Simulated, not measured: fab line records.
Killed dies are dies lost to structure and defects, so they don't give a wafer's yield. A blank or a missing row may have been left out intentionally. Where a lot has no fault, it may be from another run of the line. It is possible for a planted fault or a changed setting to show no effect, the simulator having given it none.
A struck lot beside a sound one | flow n5 finfet | 19 steps out of a route of 1938
Sound: the wafers L687.1, L687.4, L687.5. Struck: wafer L693.6 (left out: L693.5, a lot-mate that was not struck); the cause follows at the end.
Each step with rows lists, per side, the tool, then ch with its chambers, then its first start. Under that, the readings that differ: sound wafers | struck wafers | difference of the means | sigmas: that difference in standard deviations of wafers without a fault.
alike: readings whose means differ by less than 2 such deviations, and words and numbers that are the same on both sides. not compared: withheld readings, readings that some wafer has no value for, bounds like >300 that may hide the same value, and numbers for which the record gives no deviation and whose values overlap.
The two part at a step that has a row with sigmas, a row that says differs or no value, or rows on one side only. Numbers that have no deviation but don't overlap get no sigmas and don't part them. A reading missing from all wafers of one side parts the sides only when that side holds two or more wafers.

first, 2 steps without rows for these wafers: N5_HKMG_FIN_COAT_66 (time 60 s, resist thk 300 nm); N5_HKMG_FIN_ETCH_67 (etches SOC in N2/H2, stops on TiN, target depth 388.9 nm).
N5_HKMG_FIN_STRIP_90: strips SOC in N2/H2, time 20 s.
  sound on rie diel-04 ch 0,1,2, day 6 09:02; struck on rie diel-04 ch 1, day 7 20:22
  alike: drypump motor current A, h2 flow sccm, oes product au, rf vpp V, showerhead plenum p Torr, throttle valve pct
  not compared: rf hours counter h
then, 4 steps without rows for these wafers: N5_HKMG_FIN_WET_ETCH_73 (etches the open film in SC1, time 42.3 s, target depth 1.3 nm, rinse time 30 s); N5_HKMG_FIN_ETCHBACK_68 (etches the open film in Cl2/Ar, stops on HfO2, target depth 0.5 nm); N5_HKMG_FIN_STRIP_69 (strips in N2/H2, time 360 s); N5_HKMG_FIN_ALD_21 (deposits TiN, target thk 1.5 nm, pulse time 1 s, purge time 3 s).
N5_HKMG_FIN_ALD_72: deposits W, target thk 2 nm, pulse time 1 s, purge time 2 s.
  sound on cvd w-01 ch 1, day 6 10:04; struck on cvd w-01 ch 0, day 7 21:32
  reading                    | sound             | struck | difference | sigmas
  precursor pulse height rel | 0.978 0.998 1.004 | 1.042  | +0.049     | +3
  alike: heater power w
  not compared: since wet clean h
N5_HKMG_FIN_W_FILL_22: material W, target thk 60 nm, time 18.2 s.
  sound on cvd w-01 ch 1, day 6 10:08; struck on cvd w-01 ch 0, day 7 21:35
  reading                | sound          | struck | difference | sigmas
  throttle valve pct (%) | 19.0 18.9 18.9 | 20.8   | +1.9       | +3
  alike: heater power w
  not compared: since wet clean h
then, 2 steps without rows for these wafers: N5_HKMG_FIN_PRECLEAN_83 (cleans in DIW, time 57.5 s); N5_HKMG_FIN_SRD_84 (dry time 32 s).
N5_HKMG_FIN_CMP_23: polishes, stops on SiNx, t overpolish 10 s, target thk 46.326 nm.
  sound on cmp-02 ch 0,1,3, day 6 10:19; struck on cmp-01 ch 0, day 7 21:59
  alike: motor current A, overpolish run s, time to endpoint s
N5_HKMG_FIN_CMP_94: polishes, stops on SiNx, t overpolish 4.7 s, target thk 43.299 nm.
  sound on cmp-02 ch 0,1,3, day 6 10:45; struck on cmp-01 ch 0, day 7 22:16
  reading                              | sound          | struck | difference | sigmas
  model.SiNx_of_SDB_ALD_29.thk nm (nm) | 28.4 28.2 28.2 | 27.8   | -0.5       |
  alike: motor current A
N5_HKMG_FIN_INSPECT_28: inspects for defects (darkfield).
  sound: defect inspect-02 at day 6 10:58; struck: defect inspect-01 at day 7 22:23
  alike: raw defect count
then, 1 step without rows for these wafers: N5_GATE_CUT_ETCHBACK_00 (etches W in SF6/Cl2).
N5_GATE_CUT_ETCH_56: etches TiN in Cl2/Ar, target depth 21.6 nm.
  sound on rie metal-02 ch 0,1, day 6 11:07; struck on rie metal-03 ch 1, day 7 22:47
  alike: drypump motor current A, he backside leak sccm, mfc cl2 sccm, oes product au, throttle valve pct
  not compared: rf hours counter h
N5_GATE_CUT_ETCHBACK_30: etches TiN in Cl2/Ar, target depth 3 nm.
  sound on rie metal-02 ch 0,1, day 6 11:12; struck on rie metal-03 ch 1, day 7 22:53
  reading                              | sound          | struck | difference | sigmas
  model.SiNx_of_SDB_ALD_29.thk nm (nm) | 27.2 27.2 27.2 | 26.8   | -0.4       |
  alike: drypump motor current A, he backside leak sccm, mfc cl2 sccm, oes product au, throttle valve pct
  not compared: rf hours counter h
then, 2 steps without rows for these wafers: N5_GATE_CUT_VAPOR_ETCH_60 (etches HfO2 in BCl3/Cl2); N5_PASSIVATION_PROBE_49.

== WHERE THEY PART ==
At N5_HKMG_FIN_ALD_72 first; at N5_HKMG_FIN_W_FILL_22 last (within this record only). Later steps at which nothing parts them and some readings are alike: N5_HKMG_FIN_CMP_23, N5_HKMG_FIN_CMP_94, N5_HKMG_FIN_INSPECT_28, N5_GATE_CUT_ETCH_56, N5_GATE_CUT_ETCHBACK_30.

WHY: what the simulator had put in
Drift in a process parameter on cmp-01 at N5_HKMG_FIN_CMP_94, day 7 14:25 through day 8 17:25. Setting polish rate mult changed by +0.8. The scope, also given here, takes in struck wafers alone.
